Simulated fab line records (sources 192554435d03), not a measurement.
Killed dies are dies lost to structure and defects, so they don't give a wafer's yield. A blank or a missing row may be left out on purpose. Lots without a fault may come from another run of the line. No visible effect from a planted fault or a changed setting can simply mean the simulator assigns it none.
Which tool is to blame? | flow n5Finfet | 72 wafers from 24 lots sampled at 6 of the route's 1938 steps

## WHAT EACH GAUGE READ, for each wafer
N5_GATE_CUT_INSPECT_26: inspects for defects (darkfield).
lot  | measured     | on               | rawDefectCount
L074 | day 4 14:49  | defectInspect-01 | 38 38 35
L075 | day 4 19:03  | defectInspect-01 | 26 38 34
L076 | day 5 02:26  | defectInspect-01 | 20 14 20
L077 | day 5 10:47  | defectInspect-01 | 22 29 37
L078 | day 5 17:46  | defectInspect-02 | 16 18 22
L079 | day 5 20:05  | defectInspect-02 | 21 37 13
L080 | day 6 03:40  | defectInspect-01 | 41 51 40
L081 | day 6 07:05  | defectInspect-01 | 34 61 34
L082 | day 6 13:54  | defectInspect-01 | 42 48 65
L083 | day 6 19:32  | defectInspect-02 | 42 25 30
L084 | day 7 06:53  | defectInspect-02 | 93 44 61
L085 | day 7 14:42  | defectInspect-01 | 36 53 15
L086 | day 8 00:29  | defectInspect-01 | 8 16 18
L087 | day 8 18:15  | defectInspect-01 | 30 36 61
L088 | day 8 20:29  | defectInspect-01 | 35 52 38
L089 | day 8 21:57  | defectInspect-02 | 24 36 28
L090 | day 9 01:40  | defectInspect-02 | 43 47 35
L091 | day 9 03:25  | defectInspect-01 | 33 22 74
L092 | day 9 04:17  | defectInspect-01 | 22 13 17
L093 | day 9 12:10  | defectInspect-01 | 50 42 35
L094 | day 9 15:09  | defectInspect-01 | 11 22 25
L095 | day 9 23:41  | defectInspect-01 | 37 49 55
L096 | day 10 08:07 | defectInspect-01 | 34 24 42
L097 | day 10 17:33 | defectInspect-01 | 35 115 30

## WHAT TOOL EACH LOT RAN ON (gives the tool, then ch and the chambers of the sampled wafers, and finally the start)
lot  | N5_GATE_CUT_STRIP_59             | N5_GATE_CUT_CMP_02            | N5_GATE_CUT_ETCH_36               | N5_GATE_CUT_VAPOR_ETCH_51        | N5_GATE_CUT_CMP_43
L074 | rieDiel-01 ch 0,3, day 4 07:50   | cmp-01 ch 2,3, day 4 10:19    | rieDiel-03 ch 1,2,3, day 4 11:31  | rieMetal-02 ch 0,1, day 4 12:05  | cmp-01 ch 0,1, day 4 14:11
L075 | rieDiel-04 ch 0,1, day 4 12:24   | cmp-03 ch 0,1,2, day 4 14:53  | rieDiel-01 ch 0,2,3, day 4 15:44  | rieMetal-01 ch 0,1, day 4 16:20  | cmp-01 ch 1,3, day 4 18:25
L076 | rieDiel-03 ch 0,1,3, day 4 18:52 | cmp-01 ch 0,1,3, day 4 21:24  | rieDiel-01 ch 0,2,3, day 4 22:28  | rieMetal-03 ch 0,1, day 4 23:02  | cmp-02 ch 1,2, day 5 01:48
L077 | rieDiel-04 ch 1,2,3, day 5 01:52 | cmp-02 ch 0,1,2, day 5 05:44  | rieDiel-01 ch 1,2,3, day 5 06:43  | rieMetal-03 ch 0,1, day 5 07:17  | cmp-02 ch 1,2,3, day 5 10:10
L078 | rieDiel-01 ch 0,2,3, day 5 10:55 | cmp-03 ch 1,2,3, day 5 13:31  | rieDiel-01 ch 2,3, day 5 14:24    | rieMetal-01 ch 0,1, day 5 15:02  | cmp-02 ch 0,2,3, day 5 17:18
L079 | rieDiel-04 ch 1,2, day 5 13:19   | cmp-02 ch 0,1,2, day 5 15:52  | rieDiel-01 ch 0,1, day 5 16:46    | rieMetal-03 ch 0,1, day 5 17:21  | cmp-02 ch 1,2, day 5 19:22
L080 | rieDiel-03 ch 1,2,3, day 5 20:41 | cmp-03 ch 0,1, day 5 23:10    | rieDiel-04 ch 1,2,3, day 6 00:21  | rieMetal-01 ch 0,1, day 6 00:56  | cmp-03 ch 2,3, day 6 02:56
L081 | rieDiel-01 ch 0,1,3, day 6 00:17 | cmp-02 ch 0,3, day 6 02:46    | rieDiel-03 ch 1,3, day 6 03:43    | rieMetal-01 ch 0,1, day 6 04:18  | cmp-03 ch 0,1,2, day 6 06:22
L082 | rieDiel-03 ch 0,3, day 6 07:12   | cmp-03 ch 0,1, day 6 09:41    | rieDiel-04 ch 0,2, day 6 10:32    | rieMetal-01 ch 0,1, day 6 11:07  | cmp-03 ch 0,1,3, day 6 13:16
L083 | rieDiel-04 ch 1,2, day 6 12:54   | cmp-01 ch 0,1,3, day 6 15:27  | rieDiel-03 ch 2,3, day 6 16:13    | rieMetal-03 ch 0,1, day 6 16:48  | cmp-02 ch 0,2,3, day 6 19:04
L084 | rieDiel-04 ch 0,2, day 6 23:55   | cmp-01 ch 0,1,3, day 7 02:27  | rieDiel-04 ch 0,2, day 7 03:35    | rieMetal-03 ch 0,1, day 7 04:10  | cmp-03 ch 1,2, day 7 06:11
L085 | rieDiel-01 ch 1,2, day 7 07:52   | cmp-03 ch 0,1,3, day 7 10:21  | rieDiel-04 ch 0,1,3, day 7 11:23  | rieMetal-03 ch 0,1, day 7 11:58  | cmp-01 ch 0,1,3, day 7 13:59
L086 | rieDiel-01 ch 0,3, day 7 17:40   | cmp-02 ch 0,3, day 7 20:08    | rieDiel-03 ch 0,1, day 7 21:07    | rieMetal-01 ch 0,1, day 7 21:41  | cmp-03 ch 0,2,3, day 7 23:46
L087 | rieDiel-01 ch 0,1,2, day 8 10:58 | cmp-02 ch 0,1,2, day 8 14:01  | rieDiel-01 ch 0,1, day 8 14:49    | rieMetal-02 ch 0,1, day 8 15:23  | cmp-03 ch 0,3, day 8 17:32
L088 | rieDiel-01 ch 2,3, day 8 11:49   | cmp-03 ch 0,2,3, day 8 15:22  | rieDiel-03 ch 1,2, day 8 16:18    | rieMetal-03 ch 0,1, day 8 16:53  | cmp-01 ch 0,3, day 8 19:47
L089 | rieDiel-01 ch 0,2,3, day 8 12:56 | cmp-02 ch 0,1,2, day 8 16:11  | rieDiel-03 ch 1,3, day 8 17:00    | rieMetal-03 ch 0,1, day 8 17:35  | cmp-01 ch 0,2,3, day 8 21:14
L090 | rieDiel-01 ch 1,2, day 8 17:35   | cmp-03 ch 1,2, day 8 21:09    | rieDiel-03 ch 0,1,3, day 8 22:21  | rieMetal-03 ch 0,1, day 8 22:56  | cmp-02 ch 1,3, day 9 00:57
L091 | rieDiel-04 ch 0,1, day 8 18:05   | cmp-03 ch 0,2,3, day 8 23:16  | rieDiel-03 ch 1,2,3, day 9 00:07  | rieMetal-01 ch 0,1, day 9 00:41  | cmp-01 ch 0,3, day 9 02:42
L092 | rieDiel-04 ch 0,1,2, day 8 21:26 | cmp-01 ch 0,2,3, day 9 00:05  | rieDiel-01 ch 0,2,3, day 9 00:59  | rieMetal-01 ch 0,1, day 9 01:34  | cmp-02 ch 0,1,2, day 9 03:49
L093 | rieDiel-04 ch 0,1, day 9 05:01   | cmp-03 ch 0,1,2, day 9 07:59  | rieDiel-03 ch 0,3, day 9 08:48    | rieMetal-01 ch 0,1, day 9 09:23  | cmp-02 ch 0,1,2, day 9 11:31
L094 | rieDiel-01 ch 1,2,3, day 9 08:20 | cmp-02 ch 2,3, day 9 10:50    | rieDiel-01 ch 0,1,2, day 9 11:49  | rieMetal-02 ch 0,1, day 9 12:24  | cmp-02 ch 0,3, day 9 14:26
L095 | rieDiel-01 ch 0,2,3, day 9 17:03 | cmp-02 ch 0,2,3, day 9 19:35  | rieDiel-04 ch 0,2,3, day 9 20:23  | rieMetal-03 ch 0,1, day 9 20:58  | cmp-02 ch 1,2,3, day 9 22:59
L096 | rieDiel-04 ch 0,3, day 10 00:37  | cmp-02 ch 0,2,3, day 10 03:11 | rieDiel-01 ch 0,1,2, day 10 04:48 | rieMetal-01 ch 0,1, day 10 05:23 | cmp-02 ch 0,1,3, day 10 07:34
L097 | rieDiel-04 ch 0,2, day 10 10:20  | cmp-03 ch 1,2,3, day 10 12:54 | rieDiel-03 ch 0,2,3, day 10 14:04 | rieMetal-01 ch 0,1, day 10 14:38 | cmp-03 ch 1,2,3, day 10 16:50
- N5_GATE_CUT_STRIP_59: strips in N2/H2, time 20 s.
- N5_GATE_CUT_CMP_02: polishes, stops on SiO2, t overpolish 12.7 s, target thk 0 nm.
- N5_GATE_CUT_ETCH_36: etches SiARC in CF4, target depth 13 nm, time 21.7 s.
- N5_GATE_CUT_VAPOR_ETCH_51: etches HfO2 in BCl3/Cl2.
- N5_GATE_CUT_CMP_43: polishes SiO2.

## AS READ BY THE TOOLS THEMSELVES (means over the sampled wafers that have a number; for cases with no such wafer, the mark the record gives instead)
N5_GATE_CUT_STRIP_59.
lot  | tool       | drypumpMotorCurrentA (A) | oesProductAu (a.u.) | rfVppV (V) | showerheadPlenumPTorr (Torr) | throttleValvePct (%)
L074 | rieDiel-01 | 5.2                      | 0.72                | 45.7       | 3.41                         | 12.30
L075 | rieDiel-04 | 5.8                      | 0.73                | 45.2       | 3.27                         | 12.37
L076 | rieDiel-03 | 6.0                      | 0.70                | 46.3       | 3.39                         | 12.39
L077 | rieDiel-04 | 5.7                      | 0.82                | 45.5       | 3.26                         | 11.90
L078 | rieDiel-01 | 5.2                      | 0.76                | 45.1       | 3.38                         | 12.20
L079 | rieDiel-04 | 6.0                      | 0.87                | 44.7       | 3.33                         | 11.75
L080 | rieDiel-03 | 5.7                      | 0.69                | 45.4       | 3.43                         | 12.50
L081 | rieDiel-01 | 5.5                      | 0.78                | 45.3       | 3.39                         | 12.15
L082 | rieDiel-03 | 5.9                      | 0.70                | 44.9       | 3.34                         | 12.22
L083 | rieDiel-04 | 6.0                      | 0.86                | 44.9       | 3.33                         | 11.76
L084 | rieDiel-04 | 5.9                      | 0.76                | 45.4       | 3.36                         | 12.32
L085 | rieDiel-01 | 5.6                      | 0.84                | 45.4       | 3.28                         | 12.00
L086 | rieDiel-01 | 5.2                      | 0.90                | 45.5       | 3.40                         | 11.94
L087 | rieDiel-01 | 5.3                      | 0.86                | 45.1       | 3.30                         | 11.98
L088 | rieDiel-01 | 5.3                      | 0.77                | 46.2       | 3.34                         | 12.16
L089 | rieDiel-01 | 5.3                      | 0.82                | 44.3       | 3.37                         | 12.04
L090 | rieDiel-01 | 5.6                      | 0.82                | 45.0       | 3.28                         | 12.02
L091 | rieDiel-04 | 5.8                      | 0.71                | 45.0       | 3.26                         | 12.44
L092 | rieDiel-04 | 5.9                      | 0.77                | 45.4       | 3.29                         | 12.13
L093 | rieDiel-04 | 5.7                      | 0.74                | 44.5       | 3.18                         | 12.21
L094 | rieDiel-01 | 5.5                      | 0.79                | 44.5       | 3.35                         | 12.09
L095 | rieDiel-01 | 5.3                      | 0.81                | 45.3       | 3.36                         | 12.06
L096 | rieDiel-04 | 5.4                      | 0.69                | 45.5       | 3.25                         | 12.35
L097 | rieDiel-04 | 5.9                      | 0.74                | 45.5       | 3.35                         | 12.37

N5_GATE_CUT_CMP_02.
lot  | tool   | motorCurrentA (A) | overpolishRunS (s) | slurryFilterDpKPa (kPa) | timeToEndpointS (s)
L074 | cmp-01 | 9.1               | 12.704             | 13.52                   | 25.7
L075 | cmp-03 | 9.2               | 12.702             | 13.53                   | 21.5
L076 | cmp-01 | 8.9               | 12.705             | 13.44                   | 26.4
L077 | cmp-02 | 9.0               | 12.696             | 13.50                   | 22.5
L078 | cmp-03 | 9.2               | 12.704             | 13.56                   | 24.1
L079 | cmp-02 | 8.8               | 12.705             | 13.46                   | 23.7
L080 | cmp-03 | 9.4               | 12.699             | 13.51                   | 22.2
L081 | cmp-02 | 8.9               | 12.694             | 13.50                   | 22.4
L082 | cmp-03 | 9.5               | 12.703             | 13.39                   | 23.2
L083 | cmp-01 | 9.0               | 12.696             | 13.25                   | 28.7
L084 | cmp-01 | 8.8               | 12.708             | 13.53                   | 27.7
L085 | cmp-03 | 9.3               | 12.705             | 13.40                   | 23.2
L086 | cmp-02 | 9.0               | 12.700             | 13.52                   | 20.2
L087 | cmp-02 | 8.9               | 12.702             | 13.56                   | 23.3
L088 | cmp-03 | 9.1               | 12.698             | 13.52                   | 21.6
L089 | cmp-02 | 8.9               | 12.704             | 13.64                   | 23.8
L090 | cmp-03 | 9.3               | 12.704             | 13.48                   | 23.2
L091 | cmp-03 | 9.3               | 12.689             | 13.39                   | 23.2
L092 | cmp-01 | 9.1               | 12.703             | 13.51                   | 27.4
L093 | cmp-03 | 9.3               | 12.699             | 13.48                   | 22.2
L094 | cmp-02 | 8.8               | 12.706             | 13.64                   | 23.4
L095 | cmp-02 | 9.0               | 12.699             | 13.50                   | 21.0
L096 | cmp-02 | 8.9               | 12.705             | 13.52                   | 22.9
L097 | cmp-03 | 9.3               | 12.695             | 13.51                   | 22.0

N5_GATE_CUT_ETCH_36.
lot  | tool       | biasW (W) | drypumpMotorCurrentA (A) | etchRfOnTimeS (s) | oesProductAu (a.u.) | rfVppV (V) | showerheadPlenumPTorr (Torr) | throttleValvePct (%)
L074 | rieDiel-03 | 35.86     | 5.7                      | 21.5              | 0.60                | 184.7      | 2.18                         | 15.81
L075 | rieDiel-01 | 36.08     | 5.2                      | 21.9              | 0.64                | 183.4      | 2.15                         | 15.54
L076 | rieDiel-01 | 36.00     | 5.3                      | 21.8              | 0.65                | 183.7      | 2.15                         | 15.54
L077 | rieDiel-01 | 36.01     | 5.5                      | 21.8              | 0.71                | 184.1      | 2.14                         | 15.41
L078 | rieDiel-01 | 35.99     | 5.5                      | 22.1              | 0.68                | 185.2      | 2.19                         | 15.47
L079 | rieDiel-01 | 35.93     | 5.2                      | 21.3              | 0.65                | 183.5      | 2.11                         | 15.57
L080 | rieDiel-04 | 36.00     | 5.7                      | 21.3              | 0.69                | 183.8      | 2.07                         | 15.32
L081 | rieDiel-03 | 36.01     | 6.1                      | 21.8              | 0.59                | 184.7      | 2.18                         | 15.92
L082 | rieDiel-04 | 36.01     | 6.1                      | 21.8              | 0.71                | 184.4      | 2.16                         | 15.36
L083 | rieDiel-03 | 36.03     | 5.2                      | 21.7              | 0.59                | 183.9      | 2.17                         | 15.75
L084 | rieDiel-04 | 36.04     | 5.9                      | 21.7              | 0.65                | 183.7      | 2.13                         | 15.62
L085 | rieDiel-04 | 35.90     | 5.6                      | 21.1              | 0.63                | 182.5      | 2.04                         | 15.59
L086 | rieDiel-03 | 36.06     | 6.2                      | 21.8              | 0.59                | 184.6      | 2.17                         | 15.83
L087 | rieDiel-01 | 35.98     | 5.2                      | 21.8              | 0.78                | 183.8      | 2.10                         | 15.24
L088 | rieDiel-03 | 35.95     | 5.8                      | 21.8              | 0.66                | 185.1      | 2.19                         | 15.76
L089 | rieDiel-03 | 36.06     | 6.1                      | 21.9              | 0.58                | 184.0      | 2.17                         | 15.97
L090 | rieDiel-03 | 36.03     | 6.0                      | 21.8              | 0.58                | 183.3      | 2.14                         | 15.78
L091 | rieDiel-03 | 35.96     | 5.7                      | 21.7              | 0.66                | 185.4      | 2.17                         | 15.70
L092 | rieDiel-01 | 36.05     | 5.2                      | 22.1              | 0.70                | 183.3      | 2.14                         | 15.42
L093 | rieDiel-03 | 35.95     | 5.9                      | 21.7              | 0.58                | 183.7      | 2.11                         | 15.60
L094 | rieDiel-01 | 36.07     | 5.3                      | 21.9              | 0.73                | 183.4      | 2.09                         | 15.37
L095 | rieDiel-04 | 36.00     | 5.7                      | 21.4              | 0.65                | 184.2      | 2.11                         | 15.54
L096 | rieDiel-01 | 35.93     | 5.3                      | 21.7              | 0.72                | 182.9      | 2.09                         | 15.39
L097 | rieDiel-03 | 36.04     | 5.6                      | 21.4              | 0.64                | 184.5      | 2.13                         | 15.55

N5_GATE_CUT_VAPOR_ETCH_51.
lot  | tool        | drypumpMotorCurrentA (A) | oesProductAu (a.u.)
L074 | rieMetal-02 | 5.4                      | 0.60
L075 | rieMetal-01 | 6.1                      | 0.75
L076 | rieMetal-03 | 6.2                      | 0.76
L077 | rieMetal-03 | 6.2                      | 0.76
L078 | rieMetal-01 | 6.1                      | 0.75
L079 | rieMetal-03 | 5.6                      | 0.71
L080 | rieMetal-01 | 6.1                      | 0.74
L081 | rieMetal-01 | 6.1                      | 0.74
L082 | rieMetal-01 | 5.5                      | 0.69
L083 | rieMetal-03 | 5.6                      | 0.69
L084 | rieMetal-03 | 6.2                      | 0.75
L085 | rieMetal-03 | 6.2                      | 0.75
L086 | rieMetal-01 | 6.0                      | 0.73
L087 | rieMetal-02 | 5.4                      | 0.71
L088 | rieMetal-03 | 6.2                      | 0.74
L089 | rieMetal-03 | 6.2                      | 0.74
L090 | rieMetal-03 | 6.2                      | 0.74
L091 | rieMetal-01 | 5.5                      | 0.67
L092 | rieMetal-01 | 6.0                      | 0.72
L093 | rieMetal-01 | 5.6                      | 0.68
L094 | rieMetal-02 | 5.4                      | 0.70
L095 | rieMetal-03 | 6.2                      | 0.73
L096 | rieMetal-01 | 5.6                      | 0.67
L097 | rieMetal-01 | 5.6                      | 0.66

N5_GATE_CUT_CMP_43.
lot  | tool   | motorCurrentA (A) | slurryFilterDpKPa (kPa)
L074 | cmp-01 | 10.6              | 13.46
L075 | cmp-01 | 12.6              | 13.53
L076 | cmp-02 | 12.8              | 13.57
L077 | cmp-02 | 12.7              | 13.51
L078 | cmp-02 | 12.3              | 13.51
L079 | cmp-02 | 12.4              | 13.40
L080 | cmp-03 | 12.3              | 13.62
L081 | cmp-03 | 12.2              | 13.54
L082 | cmp-03 | 12.4              | 13.41
L083 | cmp-02 | 11.7              | 13.62
L084 | cmp-03 | 12.0              | 13.44
L085 | cmp-01 | 11.8              | 13.53
L086 | cmp-03 | 12.2              | 13.47
L087 | cmp-03 | 12.5              | 13.45
L088 | cmp-01 | 13.2              | 13.50
L089 | cmp-01 | 12.6              | 13.47
L090 | cmp-02 | 12.8              | 13.63
L091 | cmp-01 | 13.1              | 13.42
L092 | cmp-02 | 11.8              | 13.47
L093 | cmp-02 | 12.1              | 13.54
L094 | cmp-02 | 12.2              | 13.45
L095 | cmp-02 | 12.6              | 13.35
L096 | cmp-02 | 12.5              | 13.51
L097 | cmp-03 | 12.5              | 13.49

## THE ANSWER, worked out from the rows above alone
Rule: usual is defined by the lots themselves. Put in order of their means at a reading, lots are off if they are a third of the lots or fewer, leave a main group of 4 or more, and stand apart from it by a gap of 3 or more times the standard deviation of the main group's means; of several such gaps the widest counts. The tables above print the reading to a certain number of digits; a main group whose means all agree to those digits is not used. Also off: a lot with no number at a reading for which 4 or more lots have one. Any other lot the step has rows for is counted as sound. After the gauges, taken in route order, come the tools' own readings; for these a lot's mean is taken, as printed above. The first step at which some lot is off is used, and at that step the reading that is off furthest; a lot without a number counts as furthest.
Across all readings shown, no lot is off: no conclusion can be drawn from this.

## WHAT THE SIMULATOR PUT IN
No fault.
